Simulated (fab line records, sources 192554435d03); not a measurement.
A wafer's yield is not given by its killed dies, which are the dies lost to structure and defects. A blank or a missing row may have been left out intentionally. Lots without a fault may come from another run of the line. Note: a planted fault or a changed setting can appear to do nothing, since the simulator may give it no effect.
Matching of chambers :: flow n5-finfet :: rie-si-04 running N5_DUMMY_GATE_ETCH_23: 4 sister chambers
The step etches poly-Si in HBr/Cl2/O2, target depth 41 nm, time 22.3 s. 4 wafers are shown with their chamber, then 8 later ones without.

== WAFERS, EACH WITH ITS CHAMBER ==
wafer: L089.6
chamber: 2
drypump-motor-current-A (A): 5.9

wafer: L090.3
chamber: 3
drypump-motor-current-A (A): 5.7

wafer: L090.6
chamber: 1
drypump-motor-current-A (A): 5.9

wafer: L093.3
chamber: 0
drypump-motor-current-A (A): 5.5

== WAFERS WHOSE CHAMBER IS MISSING ==
wafer: L093.5
drypump-motor-current-A (A): 5.9

wafer: L093.6
drypump-motor-current-A (A): 5.9

wafer: L096.4
drypump-motor-current-A (A): 5.9

wafer: L096.5
drypump-motor-current-A (A): 5.6

wafer: L096.6
drypump-motor-current-A (A): 5.9

wafer: L097.2
drypump-motor-current-A (A): 5.9

wafer: L097.3
drypump-motor-current-A (A): 5.7

wafer: L097.6
drypump-motor-current-A (A): 5.7

== WHICH CHAMBER EACH WENT THROUGH ==
wafer: L093.5
from the rows above: can't be placed: 1 or 2
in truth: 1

wafer: L093.6
from the rows above: can't be placed: 1 or 2
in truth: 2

wafer: L096.4
from the rows above: can't be placed: 1 or 2
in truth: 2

wafer: L096.5
from the rows above: can't be placed: 0 or 3
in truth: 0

wafer: L096.6
from the rows above: can't be placed: 1 or 2
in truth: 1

wafer: L097.2
from the rows above: can't be placed: 1 or 2
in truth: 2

wafer: L097.3
from the rows above: 3
in truth: 3

wafer: L097.6
from the rows above: 3
in truth: 3
Correct placement for 2 of the 8. These rows do not allow placing 6 (true chamber among the candidates in 6). 0 placed wrongly.
How it was worked out, from the rows above alone: a wafer's distance from a chamber is the root of the sum, over the readings, of the square of ((its reading less the chamber's mean) divided by the reading's scatter). The wafer belongs to the nearest chamber; if the next one is less than 2 further off, it can't be placed. Each chamber's mean is taken over the wafers shown for it. The scatter (one wafer shown for each chamber): square how far every hidden wafer sits from the nearest shown wafer, average those squares and take the square root.
